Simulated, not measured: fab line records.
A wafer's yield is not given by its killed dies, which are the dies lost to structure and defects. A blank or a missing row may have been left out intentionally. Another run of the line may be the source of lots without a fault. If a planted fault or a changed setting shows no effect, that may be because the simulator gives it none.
One fault through the eyes of 2 desks / flow n5 finfet / each desk has only its own numbers; what lay behind them comes last

## AT THE METROLOGY DESK
Means of the sampled wafers that have a number, per lot and without regard to the tool the lot ran on: this is what the gauges read. Marked OUT: a lot whose mean sits more than 4 standard deviations from the usual mean, which makes it out of limits; the brackets give that distance. Only the readings that lie furthest out on some lot appear, 7 of the 10 it has.
Columns: A = DIBL_P at N5_BEOL_M4_RC_MEAS_101, usual 35.9 mV/V; B = IOFF_P at N5_BEOL_M4_RC_MEAS_101, usual 0.21 nA/um; C = ION_N at N5_BEOL_M4_RC_MEAS_101, usual 672 uA/um; D = SS_N at N5_BEOL_M4_RC_MEAS_101, usual 71.5 mV/dec; E = SS_P at N5_BEOL_M4_RC_MEAS_101, usual 73.2 mV/dec; F = VT_N at N5_BEOL_M4_RC_MEAS_101, usual 250 mV; G = VT_P at N5_BEOL_M4_RC_MEAS_101, usual -250 mV
lot=L168; first seen here=day 7 22:11; A=37.3; B=0.20; C=675; D=72.9; E=73.2; F=251; G=-250
lot=L167; first seen here=day 8 04:01; A=36.3; B=0.22; C=674; D=71.6; E=73.0; F=250; G=-248
lot=L170; first seen here=day 8 10:41; A=33.3; B=0.16; C=665; D=70.9; E=72.9; F=255; G=-256
lot=L169; first seen here=day 8 10:56; A=36.5; B=0.23; C=677; D=71.7; E=73.5; F=248; G=-247
lot=L171; first seen here=day 9 07:46; A=35.4; B=0.16; C=670; D=71.0; E=72.8; F=251; G=-254
lot=L172; first seen here=day 9 10:22; A=34.5; B=0.21; C=667; D=71.1; E=73.4; F=249; G=-248
lot=L175; first seen here=day 9 23:46; A=35.3; B=0.16; C=660; D=71.3; E=72.5; F=254; G=-254
lot=L173; first seen here=day 10 03:01; A=38.5; B=0.20; C=677; D=71.0; E=73.7; F=252; G=-253
lot=L179; first seen here=day 10 20:46; A=36.4; B=0.20; C=672; D=71.5; E=74.2; F=250; G=-250
lot=L178; first seen here=day 11 00:23; A=34.9; B=0.21; C=676; D=71.5; E=73.2; F=250; G=-247
lot=L182; first seen here=day 11 21:38; A=37.3; B=0.22; C=673; D=71.8; E=73.4; F=248; G=-250
lot=L184; first seen here=day 12 20:54; A=36.8; B=0.22; C=688; D=71.3; E=73.5; F=246; G=-250
lot=L186; first seen here=day 12 21:50; A=38.4; B=0.24; C=683; D=71.5; E=73.6; F=249; G=-249
lot=L188; first seen here=day 13 12:31; A=34.7; B=0.20; C=658; D=71.3; E=72.9; F=252; G=-250
lot=L190; first seen here=day 14 09:00; A=35.3; B=0.20; C=670; D=71.6; E=73.1; F=254; G=-252
Finding of this desk: none of the 15 lots has anything out of limits.

## TOOL OWNER'S DESK, cvd co-02
The tool's own readings at N5_BEOL_M0_CVD_115 (deposits Co from CCTBA/H2, time 120 s): means of the sampled wafers that have a number, for each lot that ran on this tool. Marked OUT: a lot whose mean sits more than 4 standard deviations from the usual mean, which makes it out of limits; the brackets give that distance.
Columns: A = run length s at N5_BEOL_M0_CVD_115, usual 143.1 s
lot=L167; first seen here=day 5 20:50; A=142.8
lot=L170; first seen here=day 6 11:48; A=143.4
lot=L169; first seen here=day 6 12:38; A=143.4
lot=L171; first seen here=day 6 20:13; A=143.1
lot=L178; first seen here=day 8 16:19; A=143.2
lot=L182; first seen here=day 9 16:56; A=143.2
lot=L184; first seen here=day 10 05:17; A=117.6 (-57) OUT
lot=L186; first seen here=day 10 10:59; A=117.9 (-56) OUT
lot=L188; first seen here=day 11 09:43; A=124.2 (-42) OUT
Finding of this desk: L184, L186, L188 out of limits; the first was L184 at day 10 05:17, on run length s at N5_BEOL_M0_CVD_115. Within limits: L167, L170, L169, L171, L178, L182.

## TAKEN TOGETHER
The tool owner's desk had the chance to raise an alarm at day 10 05:17 on L184, L186, L188.
The metrology desk saw nothing out of limits.
The metrology desk has L184, L186, L188 on record, within its limits.
Of the lots named, all ran N5_BEOL_M0_CVD_115 on cvd co-02.

## WHAT THE SIMULATOR PUT IN
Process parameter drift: cvd co-02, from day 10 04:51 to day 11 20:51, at N5_BEOL_M0_CVD_115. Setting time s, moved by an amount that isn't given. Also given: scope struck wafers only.
Struck lots among those shown: L184, L186, L188.
How many hours passed from the start of the fault until each desk's first out-of-limits reading: the tool owner's desk, 0.
